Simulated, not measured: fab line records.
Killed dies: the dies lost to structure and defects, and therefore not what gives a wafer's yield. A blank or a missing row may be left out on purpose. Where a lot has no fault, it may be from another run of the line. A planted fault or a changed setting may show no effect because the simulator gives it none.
Chamber matching | flow nand harc | 4 sister chambers for NHARC_P_ZERO_WELL_DESCUM_13 on rie diel-12
The step chemistry O2, time 3 s. 14 wafers are shown with their chamber, then 7 later ones without.

WAFERS WITH THEIR CHAMBER
wafer  | chamber | drypump motor current A (A) | oes product au (a.u.) | throttle valve pct (%)
L779.3 | 3       | 6.3                         | 0.999                 | 11.315
L779.4 | 1       | 5.2                         | 0.982                 | 11.317
L779.5 | 3       | 6.4                         | 1.001                 | 11.322
L780.1 | 1       | 5.2                         | 0.981                 | 11.321
L780.4 | 2       | 5.8                         | 0.981                 | 11.310
L780.5 | 0       | 5.6                         | 0.981                 | 11.323
L781.2 | 2       | 5.8                         | 0.986                 | 11.298
L781.4 | 1       | 5.2                         | 0.986                 | 11.320
L781.6 | 2       | 5.8                         | 0.978                 | 11.320
L784.2 | 0       | 5.6                         | 0.991                 | 11.309
L784.4 | 2       | 5.8                         | 0.993                 | 11.311
L784.5 | 3       | 6.3                         | 1.004                 | 11.335
L785.3 | 2       | 5.8                         | 0.993                 | 11.301
L785.4 | 1       | 5.2                         | 0.983                 | 11.301

SIGNATURES, as means of the wafers listed above
reading                 | chamber 0 | chamber 1 | chamber 2 | chamber 3 | scatter within a chamber
drypump motor current A | 5.600     | 5.200     | 5.800     | 6.333     | 0.0258
oes product au          | 0.98600   | 0.98300   | 0.98620   | 1.00133   | 0.00513
throttle valve pct      | 11.31600  | 11.31475  | 11.30800  | 11.32400  | 0.00933
Rule: for each reading, subtract the chamber's mean from the wafer's reading, divide by that reading's scatter and square the result; add these up over the readings and take the root, which gives the wafer's distance from the chamber. If the next closest chamber is less than 2 further off than the closest, the wafer can't be placed; otherwise it belongs to the closest. The scatter: the root of (the sum of the squares of (reading less its chamber's mean) over the shown wafers, divided by (wafers less chambers)).

WAFERS MISSING THEIR CHAMBER
wafer  | drypump motor current A (A) | oes product au (a.u.) | throttle valve pct (%)
L785.6 | 5.9                         | 0.987                 | 11.301
L787.1 | 5.6                         | 1.006                 | 11.311
L787.2 | 5.2                         | 1.002                 | 11.306
L787.3 | 5.8                         | 0.991                 | 11.312
L797.1 | 5.8                         | 0.988                 | 11.324
L797.2 | 5.6                         | 0.994                 | 11.313
L797.5 | 5.8                         | 1.001                 | 11.318

CHAMBER TAKEN BY EACH
wafer  | from the rows above | in truth
L785.6 | 2                   | 2
L787.1 | 0                   | 0
L787.2 | 1                   | 1
L787.3 | 2                   | 2
L797.1 | 2                   | 2
L797.2 | 0                   | 0
L797.5 | 2                   | 2
Correct placement for 7 of the 7. Left unplaced by these rows: 0. Number placed wrongly: 0.
